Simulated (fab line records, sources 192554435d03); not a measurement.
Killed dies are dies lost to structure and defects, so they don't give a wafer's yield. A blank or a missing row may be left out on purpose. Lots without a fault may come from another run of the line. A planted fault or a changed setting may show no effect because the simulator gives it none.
Split-lot experiment | flow n5_finfet | 7 lots, 39 wafers read, on a route of 1938 steps

THE SPLIT
At N5_BEOL_M1_ILD_DEP_00 (deposits SiOC from DEMS/O2, target thk 79 nm, time 15.3 s), the setting target_thk_a was moved away from the recipe's 790 angstrom on 15 of the 39 wafers read, by -28.2% to +26.1%. The other wafers ran this setting at the recipe's value.

The file shows no step between the split and the reading.

THE READING
M1_ILD_THK, in nm, at N5_BEOL_M1_THK_MEAS_01. Fault-free wafers of this fab line usually give 79.0 nm, standard deviation 1.1 nm.

wafer  | tool, chamber at the split | target_thk_a as run, angstrom | against the recipe | M1_ILD_THK, nm | against lot-mates on the recipe
L078.1 | pecvd-04, 1                | 567.2                         | -28.2%             | 54.9           | -23.6
L078.2 | pecvd-04, 0                | 790                           | recipe             | 77.3           | -
L078.3 | pecvd-04, 0                | 790                           | recipe             | 78.8           | -
L078.4 | pecvd-04, 1                | 567.2                         | -28.2%             | 56.0           | -22.5
L078.5 | pecvd-04, 0                | 567.2                         | -28.2%             | 56.7           | -21.8
L078.6 | pecvd-04, 1                | 790                           | recipe             | 79.5           | -
L079.1 | pecvd-02, 0                | 970.6                         | +22.9%             | 97.2           | +16.7
L079.2 | pecvd-02, 1                | 790                           | recipe             | 79.1           | -
L079.3 | pecvd-02, 2                | 790                           | recipe             | 80.6           | -
L079.4 | pecvd-02, 1                | 970.6                         | +22.9%             | 97.7           | +17.2
L079.5 | pecvd-02, 0                | 970.6                         | +22.9%             | 98.6           | +18.1
L079.6 | pecvd-02, 2                | 790                           | recipe             | 81.8           | -
L082.1 | pecvd-02, 1                | 978.1                         | +23.8%             | 96.8           | +17.1
L082.2 | pecvd-02, 2                | 790                           | recipe             | 79.1           | -
L082.3 | pecvd-02, 0                | 978.1                         | +23.8%             | 96.2           | +16.5
L082.4 | pecvd-02, 2                | 790                           | recipe             | 80.6           | -
L082.5 | pecvd-02, 1                | 978.1                         | +23.8%             | 99.4           | +19.7
L082.6 | pecvd-02, 0                | 790                           | recipe             | 79.5           | -
L083.1 | pecvd-03, 1                | 996.3                         | +26.1%             | 99.0           | +19.4
L083.2 | pecvd-03, 2                | 790                           | recipe             | 77.6           | -
L083.3 | pecvd-03, 0                | 996.3                         | +26.1%             | 99.5           | +19.9
L083.4 | pecvd-03, 1                | 790                           | recipe             | 80.0           | -
L083.5 | pecvd-03, 0                | 790                           | recipe             | 81.1           | -
L083.6 | pecvd-03, 2                | 996.3                         | +26.1%             | 99.1           | +19.5
L087.3 | pecvd-02, 1                | 790                           | recipe             | 77.5           | -
L087.5 | pecvd-02, 2                | 790                           | recipe             | 79.6           | -
L087.6 | pecvd-02, 0                | 790                           | recipe             | 80.1           | -
L093.1 | pecvd-02, 2                | 613.3                         | -22.4%             | 62.1           | -17.8
L093.2 | pecvd-02, 0                | 613.3                         | -22.4%             | 60.5           | -19.4
L093.3 | pecvd-02, 1                | 790                           | recipe             | 78.8           | -
L093.4 | pecvd-02, 2                | 790                           | recipe             | 81.1           | -
L093.5 | pecvd-02, 1                | 613.3                         | -22.4%             | 61.8           | -18.1
L093.6 | pecvd-02, 0                | 790                           | recipe             | 79.9           | -
L094.1 | pecvd-03, 1                | 790                           | recipe             | 76.7           | -
L094.2 | pecvd-03, 0                | 790                           | recipe             | 77.3           | -
L094.3 | pecvd-03, 2                | 790                           | recipe             | 77.6           | -
L094.4 | pecvd-03, 1                | 790                           | recipe             | 78.8           | -
L094.5 | pecvd-03, 2                | 790                           | recipe             | 78.2           | -
L094.6 | pecvd-03, 0                | 790                           | recipe             | 78.9           | -

THE FIT
A straight line over all 39 wafers: M1_ILD_THK changes by +0.796 nm for each +1% of target_thk_a; r = +0.99; the points scatter about the line by 1.3 nm.
The same after taking each lot's own level away (the mean of its wafers on the recipe; 39 wafers): +0.779 nm for each +1%; r = +1.00; scatter 1 nm.
On that fit, the largest move of target_thk_a shifts the reading by 22 nm.
The lots' own levels span 77.92 to 80.50 nm, that is 2.3 times the standard deviation above.
So the lot-to-lot level changes the slope little: the two slopes agree.
Check: with one of the wafers moved furthest among these (-28.2%) left out of the fit, the line predicts -22.1 nm for it against its lot-mates. It came out at -23.6 nm against them.

OTHER SPLITS ON THESE WAFERS
These wafers also went through other splits before the reading. Each is held against what the fit with the lots' levels taken away leaves over:
other split on the same wafers       | wafers away from the commonest value | r with M1_ILD_THK (lot level and that fit taken away)
N5_STI_FIN_REVEAL_ETCHBACK_08 time_s | 9                                    | +0.18
N5_HKMG_FIN_HK_ALD_01 ald_cycles     | 12                                   | +0.07
N5_BEOL_M0_SAQP_ALD_48 ald_cycles    | 9                                    | +0.06

THE WHOLE CHAIN: every reading that the file lists as answering this split, in the file's order
step                   | what it does                                              | reading                                                                            | change (the file's fit)               | r (the file's)
N5_BEOL_M1_ILD_DEP_00  | deposits SiOC from DEMS/O2, target thk 79 nm, time 15.3 s | SiOC_of_BEOL_M1_ILD_DEP_00.thk_nm (the simulator's own value, which no gauge read) | +0.775 nm for each +1% of the setting | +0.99
N5_BEOL_M1_THK_MEAS_01 |                                                           | M1_ILD_THK                                                                         | +0.777 for each +1% of the setting    | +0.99

THE FILE'S OWN FIT
M1_ILD_THK changes by +0.777 nm for each +1% of target_thk_a, r = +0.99.
